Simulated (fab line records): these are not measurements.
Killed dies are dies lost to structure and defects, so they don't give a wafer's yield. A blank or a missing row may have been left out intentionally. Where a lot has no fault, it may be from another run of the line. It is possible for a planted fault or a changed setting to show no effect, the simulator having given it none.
fab line records | flow n5-finfet
[record] lots = 11 | wafers = 32 | last-day = 16
route steps=1938 shown BEOL_M6@1197 BEOL_M7@1263 PASSIVATION@1936
lots untouched by any fault: they come from a run of this same line in which no faults occurred
start-h: start of the lot's first displayed wafer, in hours after the record's first day | wait-h: hours elapsed since this lot's preceding step | " as in the row above | L1.1+2: a row that stands for several wafers | - no value, or no start was given | * or withheld: withheld | < > ~ a bound
route shown NAME@n: a module of which the file shows steps, and the number in the route of the first | usual: mean and standard deviation over wafers with no fault | same: alike in all rows | chamber/n: place in a boat | sites: the reading at each site | _std_site: the standard deviation of these | _edge_site: the outer-site mean with the inner-site mean subtracted | radius-mm: how far each site lies from the wafer's centre | mask NAME#n: copy n | behind: tool/chamber where the wafer was last shaped | hold: why the lot was held/for how many hours/how that ended | device: the n, p or np transistor that did not switch | end of line: the same wafers' tests at the end of the route | where a step has no rows: the recipe by itself | killed: dies that structure and defects cost at the first sort, which is not the same as the wafer's yield | map: a wafer's dies, marking killed ones x, the rest . and places with no die _
set.NAME: setting as actually run; set.NAME@STEP: the setting as run at that earlier step | model.NAME: the simulator's own value behind a step, which no gauge read
route steps across a sampled set of lots; one table per step, one row per wafer
services: a tool's chamber out of use, with start hour (start-h, from the record's first day; less than 0 if before it), hours out, and reason
[[steps]]
[step N5_BEOL_M6_PECVD_70]
[recipe] material = SiO2 | target-thk-a = 200 | temp-c = 400 | precursor = TEOS/O2 | pressure-torr = 5.5 | rf-w = 450 | teos-flow-sccm = 53.8 | gas = O2 | flow-sccm = 3000 | time-s = 22.7
[usual] heater-power-w = 707/69 | showerhead-plenum-p-Torr = 8.75/0.084 | throttle-valve-pct = 22.2/0.67
lot.wafer | tool     | chamber | start-h | wait-h | heater-power-w | showerhead-plenum-p-Torr | throttle-valve-pct
L471.1    | pecvd-01 | 1       | 180.22  | 0.0    | 802            | 8.76                     | 22.3
L471.4    | "        | 0       | "       | "      | 584            | 8.75                     | 22.3
L471.6    | "        | 1       | "       | "      | 804            | 8.76                     | 22.0
L473.2    | pecvd-04 | 0       | 198.73  | 0.0    | 663            | 8.74                     | 23.1
L473.5    | "        | 0       | "       | "      | 656            | 8.75                     | 23.5
L473.6    | "        | 2       | "       | "      | 678            | 8.84                     | 21.2
L474.1    | pecvd-02 | 1       | 202.15  | 0.0    | 842            | 8.63                     | 22.0
L474.2    | "        | 0       | "       | "      | 718            | 8.86                     | 22.0
L474.4    | "        | 1       | "       | "      | 660            | 8.61                     | 22.2
L477.1    | pecvd-04 | 1       | 228.94  | 0.0    | 741            | 8.83                     | 21.6
L477.2    | "        | 0       | "       | "      | 670            | 8.74                     | 23.0
L477.6    | "        | 0       | "       | "      | 672            | 8.74                     | 23.5
L479.1    | pecvd-01 | 0       | 233.29  | 0.0    | 552            | 8.73                     | 22.5
L479.4    | "        | 0       | "       | "      | 566            | 8.76                     | 22.4
L479.6    | "        | 1       | "       | "      | 746            | 8.76                     | 22.2
L480.2    | pecvd-02 | 2       | 234.42  | 0.0    | 730            | 8.65                     | 22.3
L480.5    | "        | 0       | "       | "      | 627            | 8.87                     | 22.2
L480.6    | "        | 2       | "       | "      | 742            | 8.65                     | 22.3
L481.3    | pecvd-02 | 2       | 242.25  | 0.0    | 785            | 8.64                     | 22.3
L481.4    | "        | 1       | "       | "      | 795            | 8.62                     | 21.9
L481.5    | "        | 0       | "       | "      | 649            | 8.85                     | 22.1
L482.2    | pecvd-02 | 1       | 242.73  | 0.0    | 700            | 8.61                     | 22.0
L482.4    | "        | 1       | "       | "      | 697            | 8.64                     | 22.0
L482.6    | "        | 2       | "       | "      | 688            | 8.64                     | 22.5
L484.1    | pecvd-02 | 0       | 260.41  | 0.0    | 713            | 8.85                     | 21.9
L484.4    | "        | 2       | "       | "      | 644            | 8.65                     | 22.8
L484.6    | "        | 0       | "       | "      | 739            | 8.84                     | 21.8
L485.2    | pecvd-04 | 0       | 278.32  | 0.0    | 728            | 8.77                     | 23.1
L485.3    | "        | 2       | "       | "      | 787            | 8.84                     | 21.3
L485.4    | "        | 0       | "       | "      | 723            | 8.73                     | 23.2
L492.5    | pecvd-04 | 0       | 305.77  | 0.1    | 701            | 8.76                     | 23.5
L492.6    | "        | 1       | "       | "      | 740            | 8.85                     | 21.7
[step N5_BEOL_M6_ALD_77]
[recipe] material = TaN | target-thk-a = 20 | temp-c = 275 | ald-precursor-family = PDMAT | ald-co-reactant = NH3 | pressure-torr = 3 | carrier-flow-sccm = 1500 | pulse-time-s = 2 | purge-time-s = 3 | co-reactant-purge-time-s = 2 | co-reactant-pulse-time-s = 3 | ald-cycles = 40 | precursor-vessel-temp-c = 75 | precursor-vessel-pressure-torr = 26.25 | precursor-vessel-carrier-sccm = 1000
[usual] heater-power-w = 407/47
[same] co-reactant-purge-time-s = 2
lot.wafer | tool         | chamber | start-h | wait-h | heater-power-w
L471.1    | ald-metal-02 | 1       | 183.97  | 0.2    | 424
L471.4    | "            | 0       | "       | "      | 420
L471.6    | "            | 1       | "       | "      | 414
L473.2    | ald-metal-03 | 1       | 203.57  | 0.0    | 322
L473.5    | "            | 0       | "       | "      | 436
L473.6    | "            | 1       | "       | "      | 315
L474.1    | ald-metal-04 | 1       | 208.39  | 0.0    | 371
L474.2    | "            | 2       | "       | "      | 399
L474.4    | "            | 0       | "       | "      | 327
L479.1    | ald-metal-02 | 1       | 238.70  | 0.1    | 434
L479.4    | "            | 0       | "       | "      | 434
L479.6    | "            | 1       | "       | "      | 423
L477.1    | ald-metal-04 | 0       | 240.31  | 0.0    | 334
L477.2    | "            | 3       | "       | "      | 397
L477.6    | "            | 1       | "       | "      | 353
L480.2    | ald-metal-04 | 1       | 240.78  | 0.0    | 356
L480.5    | "            | 2       | "       | "      | 409
L480.6    | "            | 1       | "       | "      | 373
L482.2    | ald-metal-03 | 1       | 246.93  | 0.0    | 317
L482.4    | "            | 3       | "       | "      | 394
L482.6    | "            | 3       | "       | "      | 403
L481.3    | ald-metal-03 | 3       | 247.29  | 0.0    | 393
L481.4    | "            | 1       | "       | "      | 314
L481.5    | "            | 0       | "       | "      | 424
L484.1    | ald-metal-04 | 2       | 268.10  | 0.1    | 398
L484.4    | "            | 0       | "       | "      | 330
L484.6    | "            | 0       | "       | "      | 330
L485.2    | ald-metal-04 | 2       | 285.78  | 0.0    | 405
L485.3    | "            | 1       | "       | "      | 359
L485.4    | "            | 1       | "       | "      | 368
L492.5    | ald-metal-03 | 3       | 311.81  | 0.2    | 409
L492.6    | "            | 0       | "       | "      | 419
[step N5_BEOL_M6_CMP_52]
[recipe] stop-on = SiCOH_lowk | t-overpolish-s = 6.9 | down-force-psi = 1 | platen-rpm = 50 | clearing-platen-down-force-psi = 1.5 | clearing-platen-rpm = 50 | post-cmp-clean = cu-alkaline | target-thk-nm = 80 | clearing-platen-pad-velocity-m-s = 0.99484 | pad-velocity-m-s = 0.99484
[usual] barrier-field-endpoint-s = 28.6/0.73 | motor-current-A = 5.9/0.54 | platen-rpm = 50.00/0.036
lot.wafer | tool   | chamber | start-h | wait-h | barrier-field-endpoint-s | motor-current-A | platen-rpm
L471.4    | cmp-01 | 2       | 186.68  | 0.2    | 28.3                     | 6.5             | 49.99
L471.1    | "      | 3       | "       | "      | 27.4                     | 6.0             | 50.01
L471.6    | "      | 3       | "       | "      | 28.3                     | 5.8             | 50.02
L473.2    | cmp-02 | 0       | 205.21  | 0.2    | 27.3                     | 6.0             | 49.98
L473.5    | "      | 3       | "       | "      | 28.4                     | 5.6             | 50.03
L473.6    | "      | 0       | "       | "      | 27.9                     | 6.4             | 50.03
L474.2    | cmp-03 | 1       | 209.56  | 0.2    | 27.9                     | 6.3             | 50.05
L474.4    | "      | 2       | "       | "      | 28.9                     | 5.4             | 49.98
L474.1    | "      | 0       | "       | "      | 28.4                     | 4.9             | 49.92
L479.1    | cmp-03 | 3       | 240.63  | 0.3    | 29.0                     | 6.2             | 50.02
L479.4    | "      | 1       | "       | "      | 28.1                     | 6.3             | 50.00
L479.6    | "      | 3       | "       | "      | 29.7                     | 6.9             | 49.99
L477.2    | cmp-01 | 3       | 241.78  | 0.2    | 27.6                     | 5.6             | 49.95
L477.1    | "      | 0       | "       | "      | 28.6                     | 6.0             | 49.98
L477.6    | "      | 3       | "       | "      | 28.3                     | 5.5             | 50.02
L480.2    | cmp-01 | 0       | 243.57  | 0.3    | 29.5                     | 5.6             | 49.99
L480.6    | "      | 1       | "       | "      | 28.3                     | 5.3             | 50.01
L480.5    | "      | 2       | "       | "      | 30.1                     | 6.5             | 50.01
L482.4    | cmp-03 | 1       | 248.84  | 0.1    | 28.0                     | 6.0             | 49.96
L482.2    | "      | 0       | "       | "      | 27.0                     | 5.0             | 49.95
L482.6    | "      | 1       | "       | "      | 27.8                     | 6.6             | 49.99
L481.3    | cmp-01 | 3       | 249.19  | 0.2    | 27.3                     | 5.8             | 50.01
L481.4    | "      | 0       | "       | "      | 28.2                     | 6.2             | 50.03
L481.5    | "      | 2       | "       | "      | 28.9                     | 6.2             | 50.00
L484.4    | cmp-01 | 2       | 269.67  | 0.1    | 29.7                     | 6.7             | 49.95
L484.1    | "      | 1       | "       | "      | 27.7                     | 5.6             | 49.97
L484.6    | "      | 3       | "       | "      | 21.0                     | 5.7             | 49.99
L485.3    | cmp-03 | 3       | 287.34  | 0.2    | 29.6                     | 7.0             | 50.01
L485.2    | "      | 0       | "       | "      | 29.2                     | 5.1             | 49.98
L485.4    | "      | 1       | "       | "      | 29.1                     | 6.5             | 49.96
L492.6    | cmp-03 | 0       | 312.88  | 0.2    | 28.3                     | 5.5             | 49.98
L492.5    | "      | 1       | "       | "      | 28.3                     | 6.4             | 50.02
[step N5_BEOL_M7_ILD_DEP_00]
[recipe] material = SiCOH_lowk | target-thk-a = 1797.5 | temp-c = 300 | precursor = DEMS/porogen | pressure-torr = 5 | rf-w = 500 | time-s = 33.4
[usual] heater-power-w = 312/41 | showerhead-plenum-p-Torr = 5.739/0.012 | throttle-valve-pct = 13.7/0.48
lot.wafer | tool     | chamber | start-h | wait-h | heater-power-w | showerhead-plenum-p-Torr | throttle-valve-pct
L471.1    | pecvd-01 | 2       | 187.18  | 0.0    | 323            | 5.723                    | 14.4
L471.4    | "        | 2       | "       | "      | 332            | 5.705                    | 14.6
L471.6    | "        | 1       | "       | "      | 328            | 5.731                    | 13.6
L473.2    | pecvd-01 | 1       | 205.66  | 0.0    | 334            | 5.741                    | 14.0
L473.5    | "        | 1       | "       | "      | 339            | 5.724                    | 13.8
L473.6    | "        | 0       | "       | "      | 245            | 5.723                    | 13.9
L474.1    | pecvd-01 | 1       | 210.08  | 0.0    | 354            | 5.733                    | 13.8
L474.2    | "        | 0       | "       | "      | 217            | 5.722                    | 13.9
L474.4    | "        | 1       | "       | "      | 359            | 5.733                    | 13.9
L479.1    | pecvd-03 | 0       | 241.11  | 0.0    | 371            | 5.750                    | 13.7
L479.4    | "        | 0       | "       | "      | 381            | 5.748                    | 13.6
L479.6    | "        | 1       | "       | "      | 300            | 5.731                    | 13.6
L477.1    | pecvd-03 | 2       | 242.23  | 0.0    | 285            | 5.737                    | 13.0
L477.2    | "        | 0       | "       | "      | 382            | 5.759                    | 13.7
L477.6    | "        | 0       | "       | "      | 395            | 5.767                    | 13.8
L480.2    | pecvd-03 | 1       | 243.94  | 0.0    | 295            | 5.735                    | 13.7
L480.5    | "        | 0       | "       | "      | 355            | 5.757                    | 13.7
L480.6    | "        | 1       | "       | "      | 294            | 5.731                    | 13.3
L482.2    | pecvd-04 | 2       | 249.33  | 0.0    | 299            | 5.751                    | 12.9
L482.4    | "        | 2       | "       | "      | 311            | 5.753                    | 13.2
L482.6    | "        | 1       | "       | "      | 307            | 5.742                    | 13.3
L481.3    | pecvd-03 | 2       | 249.60  | 0.0    | 323            | 5.735                    | 13.2
L481.4    | "        | 2       | "       | "      | 316            | 5.728                    | 13.0
L481.5    | "        | 0       | "       | "      | 358            | 5.747                    | 13.8
L484.1    | pecvd-01 | 1       | 270.16  | 0.0    | 380            | 5.728                    | 14.0
L484.4    | "        | 0       | "       | "      | 235            | 5.734                    | 14.1
L484.6    | "        | 1       | "       | "      | 299            | 5.730                    | 13.8
L485.2    | pecvd-04 | 1       | 287.83  | 0.0    | 317            | 5.768                    | 13.4
L485.3    | "        | 0       | "       | "      | 295            | 5.732                    | 14.6
L485.4    | "        | 1       | "       | "      | 324            | 5.747                    | 13.1
L492.5    | pecvd-04 | 2       | 313.24  | 0.1    | 326            | 5.750                    | 13.0
L492.6    | "        | 0       | "       | "      | 243            | 5.724                    | 14.6
[step N5_BEOL_M7_CURE_74]
[recipe] temp-c = 385 | time-s = 240 | ambient = He/Ar | material = SiCOH_lowk
[usual] lamp-power-pct = 52.31/0.051 | wafer_temp_C_max = 386.7/0.6
lot.wafer | tool       | chamber | start-h | wait-h | lamp-power-pct | wafer_temp_C_max
L471.1    | uv-cure-02 | 1       | 187.26  | 0.1    | 52.29          | 386.3
L471.4    | "          | 1       | "       | "      | 52.30          | 386.7
L471.6    | "          | 1       | "       | "      | 52.34          | 386.7
L473.2    | uv-cure-01 | 0       | 205.83  | 0.1    | 52.34          | 387.8
L473.5    | "          | 0       | "       | "      | 52.29          | 387.5
L473.6    | "          | 0       | "       | "      | 52.35          | 387.1
L474.1    | uv-cure-01 | 0       | 210.17  | 0.1    | 52.21          | 387.5
L474.2    | "          | 0       | "       | "      | 52.22          | 387.7
L474.4    | "          | 0       | "       | "      | 52.24          | 387.4
L479.1    | uv-cure-03 | 0       | 241.25  | 0.1    | 52.31          | 386.8
L479.4    | "          | 0       | "       | "      | 52.29          | 386.6
L479.6    | "          | 0       | "       | "      | 52.38          | 386.3
L477.1    | uv-cure-01 | 2       | 242.30  | 0.0    | 52.26          | 386.9
L477.2    | "          | 2       | "       | "      | 52.31          | 386.3
L477.6    | "          | 2       | "       | "      | 52.29          | 386.4
L480.2    | uv-cure-03 | 1       | 244.09  | 0.1    | 52.29          | 386.6
L480.5    | "          | 1       | "       | "      | 52.27          | 386.3
L480.6    | "          | 1       | "       | "      | 52.38          | 386.7
L482.2    | uv-cure-02 | 0       | 249.47  | 0.1    | 52.36          | 386.3
L482.4    | "          | 0       | "       | "      | 52.28          | 386.1
L482.6    | "          | 0       | "       | "      | 52.23          | 385.7
L481.3    | uv-cure-02 | 0       | 250.03  | 0.4    | 52.34          | 386.6
L481.4    | "          | 0       | "       | "      | 52.32          | 386.7
L481.5    | "          | 0       | "       | "      | 52.34          | 386.2
L484.1    | uv-cure-01 | 1       | 270.23  | 0.0    | 52.42          | 386.5
L484.4    | "          | 1       | "       | "      | 52.37          | 386.5
L484.6    | "          | 1       | "       | "      | 52.23          | 386.6
L485.2    | uv-cure-01 | 0       | 288.76  | 0.9    | 52.27          | 388.0
L485.3    | "          | 0       | "       | "      | 52.31          | 387.7
L485.4    | "          | 0       | "       | "      | 52.34          | 388.3
L492.5    | uv-cure-03 | 2       | 313.60  | 0.3    | 52.34          | 386.1
L492.6    | "          | 2       | "       | "      | 52.34          | 386.3
[step N5_PASSIVATION_PROBE_49]
[usual] defect-limited-yield = 91.1/1.4 | killed_at_M0_to_M3 = 32/9.4 | killed_at_M4_up = 14/5.1 | killed-at-contacts = 11/5.5 | killed-at-front-end = 44/13 | killed-at-other = 4/3.2 | killed-dies = 104/16 | killed-open = 70/12 | killed-short = 33/7.8 | sort_bin_4_leakage = 0.01/0.057 | sort_bin_5_function = 5.1/0.91 | sort_bin_6_memory = 3.4/0.63 | sort-n-pass = 1075/16 | sort-yield-pct = 91.2/1.4
[same] gross-dies = 1180 | killed-at-back-side = 0 | sort_bin_8_speed[%] = 0
lot.wafer | tool      | chamber | start-h | wait-h | defect-limited-yield[%] | killed_at_M0_to_M3 | killed_at_M4_up | killed-at-contacts | killed-at-front-end | killed-at-other | killed-dies | killed-open | killed-short | sort_bin_4_leakage[%] | sort_bin_5_function[%] | sort_bin_6_memory[%] | sort-n-pass | sort-yield-pct[%]
L471.1    | prober-01 | -       | 264.18  | 0.0    | 92.9                    | 17                 | 22              | 9                  | 36                  | 0               | 84          | 48          | 36           | 0                     | 4.4                    | 2.5                  | 1096        | 92.9
L471.4    | prober-01 | -       | 264.33  | 0.2    | 91.4                    | 33                 | 16              | 12                 | 40                  | 1               | 102         | 67          | 35           | 0                     | 4.4                    | 4.1                  | 1078        | 91.4
L471.6    | prober-01 | -       | 264.43  | 0.3    | 92.6                    | 34                 | 16              | 11                 | 26                  | 0               | 87          | 66          | 21           | 0                     | 4.5                    | 2.7                  | 1093        | 92.6
L484.1    | prober-02 | -       | 351.18  | 0.0    | 90.3                    | 43                 | 14              | 10                 | 48                  | 0               | 115         | 84          | 27           | 0                     | 6.1                    | 3.6                  | 1065        | 90.3
L484.4    | prober-02 | -       | 351.33  | 0.2    | 91.3                    | 35                 | 16              | 11                 | 36                  | 5               | 103         | 69          | 31           | 0                     | 4.7                    | 3.8                  | 1077        | 91.3
L484.6    | prober-02 | -       | 351.43  | 0.3    | 90.3                    | 45                 | 10              | 13                 | 45                  | 1               | 114         | 78          | 35           | 0                     | 5.6                    | 3.6                  | 1066        | 90.3
L485.2    | prober-01 | -       | 367.93  | 0.1    | 92.8                    | 18                 | 10              | 7                  | 35                  | 15              | 85          | 53          | 32           | 0                     | 4.3                    | 2.4                  | 1095        | 92.8
L485.3    | prober-01 | -       | 367.98  | 0.1    | 93.1                    | 20                 | 10              | 14                 | 32                  | 5               | 81          | 54          | 27           | 0                     | 3.8                    | 2.9                  | 1099        | 93.1
L485.4    | prober-01 | -       | 368.03  | 0.2    | 91.6                    | 32                 | 12              | 12                 | 36                  | 7               | 99          | 79          | 17           | 0                     | 4.5                    | 3.3                  | 1081        | 91.6
// killed by level:class
L471.1 FIN_SAQP:geometric-particle:open=11 BEOL_M4:geometric-particle:open=11 FIN_SAQP:geometric-particle:short=8 BEOL_M4:geometric-particle:short=7 MOL_CONTACT_COAG:geometric-particle:open=6 BEOL_M2:geometric-particle:open=6 GATE_CUT:geometric-particle:short=4 BEOL_M1:geometric-particle:open=4
L471.4 BEOL_M4:geometric-particle:open=10 MOL_CONTACT_COAG:geometric-particle:open=9 STI_FIN_REVEAL:geometric-particle:open=8 BEOL_M1:geometric-particle:open=8 FIN_SAQP:geometric-particle:open=7 BEOL_M2:geometric-particle:open=6 DUMMY_GATE:geometric-particle:open=5 BEOL_M0_SAQP:geometric-particle:short=5
L471.6 MOL_CONTACT_COAG:geometric-particle:open=10 BEOL_M2:geometric-particle:open=8 BEOL_M3:geometric-particle:open=8 BEOL_M0_SAQP:geometric-particle:open=7 BEOL_M4:geometric-particle:open=7 STI_FIN_REVEAL:geometric-particle:open=6 FIN_SAQP:geometric-particle:open=5 BEOL_M1:geometric-particle:open=5
L484.1 STI_FIN_REVEAL:geometric-particle:open=13 BEOL_M2:geometric-particle:open=10 BEOL_M1:geometric-particle:open=9 BEOL_M0_SAQP:geometric-particle:open=8 MOL_CONTACT_COAG:geometric-particle:open=7 BEOL_M0_SAQP:geometric-particle:short=7 FIN_SAQP:geometric-particle:open=6 STI_FIN_REVEAL:geometric-particle:short=6
L484.4 BEOL_M1:geometric-particle:open=13 BEOL_M4:geometric-particle:open=7 STI_FIN_REVEAL:geometric-particle:open=7 MOL_CONTACT_COAG:geometric-particle:open=6 MOL_CONTACT_COAG:geometric-particle:short=5 BEOL_M0_SAQP:geometric-particle:short=5 BEOL_M2:geometric-particle:open=5 BEOL_M3:geometric-particle:open=5
L484.6 STI_FIN_REVEAL:geometric-particle:open=14 MOL_CONTACT_COAG:geometric-particle:open=11 BEOL_M1:geometric-particle:open=9 BEOL_M0_SAQP:geometric-particle:open=9 BEOL_M0_SAQP:geometric-particle:short=9 GATE_CUT:geometric-particle:short=8 BEOL_M2:geometric-particle:open=7 STI_FIN_REVEAL:geometric-particle:short=6
L485.2 FIN_SAQP:geometric-particle:open=6 BEOL_M0_SAQP:geometric-particle:open=6 BEOL_M3:geometric-particle:open=6 GATE_CUT:geometric-particle:short=5 MIM_TOP:geometric-particle:short=5 GATE_CUT:geometric-particle:open=4 DUMMY_GATE:geometric-particle:open=4 MOL_CONTACT_COAG:geometric-particle:open=4
L485.3 MOL_CONTACT_COAG:geometric-particle:open=13 FIN_SAQP:geometric-particle:short=8 FIN_SAQP:geometric-particle:open=6 DUMMY_GATE:geometric-particle:open=6 BEOL_M3:geometric-particle:open=4 BEOL_M4:geometric-particle:open=4 GATE_CUT:geometric-particle:short=3 GATE_CUT:geometric-particle:open=3
L485.4 MOL_CONTACT_COAG:geometric-particle:open=11 BEOL_M3:geometric-particle:open=10 STI_FIN_REVEAL:geometric-particle:open=9 BEOL_M4:geometric-particle:open=7 BEOL_M0_SAQP:geometric-particle:open=6 FIN_SAQP:geometric-particle:open=5 DUMMY_GATE:geometric-particle:open=5 BEOL_M1:geometric-particle:open=5
[[services]]
tool         | chamber | start-h | hours | kind
ald-metal-03 | -       | 158.27  | 0.4   | repair
pecvd-02     | 2       | 159.37  | 19.2  | repair
ald-metal-02 | 3       | 168.49  | 27.0  | repair
cmp-03       | -       | 173.99  | 0.4   | repair
ald-metal-02 | 2       | 177.30  | 7.2   | repair
cmp-03       | -       | 191.08  | 4.0   | repair
pecvd-04     | -       | 198.97  | 5.5   | pm
uv-cure-02   | -       | 204.51  | 0.6   | repair
cmp-01       | -       | 215.29  | 4.0   | pm
pecvd-03     | 1       | 222.66  | 16.7  | repair
ald-metal-02 | 2       | 228.44  | 25.2  | repair
cmp-01       | -       | 239.60  | 2.1   | repair
uv-cure-01   | -       | 240.10  | 2.1   | pm
uv-cure-01   | -       | 243.35  | 14.6  | pm
cmp-01       | -       | 246.61  | 1.4   | repair
cmp-02       | -       | 250.15  | 4.0   | pm
cmp-03       | -       | 253.60  | 5.8   | pm
uv-cure-03   | -       | 254.64  | 7.5   | pm
uv-cure-03   | -       | 262.19  | 7.5   | pm
cmp-01       | -       | 266.43  | 3.2   | repair
ald-metal-04 | 3       | 279.64  | 27.1  | repair
cmp-01       | -       | 286.40  | 0.7   | repair
ald-metal-04 | -       | 291.93  | 0.8   | repair
ald-metal-02 | 3       | 293.32  | 1.9   | repair
[[key]]
[first-sign] step = N5_BEOL_M6_CMP_52 | reading = barrier-field-endpoint-s | direction = down | sigmas = 10 | usual = 28.6 | struck = 21.0
effect none on later readings
met-at N5_BEOL_M6_PECVD_70
struck-lots L484
struck-wafers L484.6
not-acting-at N5_BEOL_M6_ALD_77,N5_BEOL_M7_ILD_DEP_00,N5_BEOL_M7_CURE_74
onset-between 242.73 260.41
[fault] kind = process-parameter-drift | tool = pecvd-02 | chamber = - | onset-h = 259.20 | steps = N5_BEOL_M6_PECVD_70 | channel = time-s | offset = * | shape = step | end-h = 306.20 | scope = struck-wafers-only | acts-in = * | stated = *
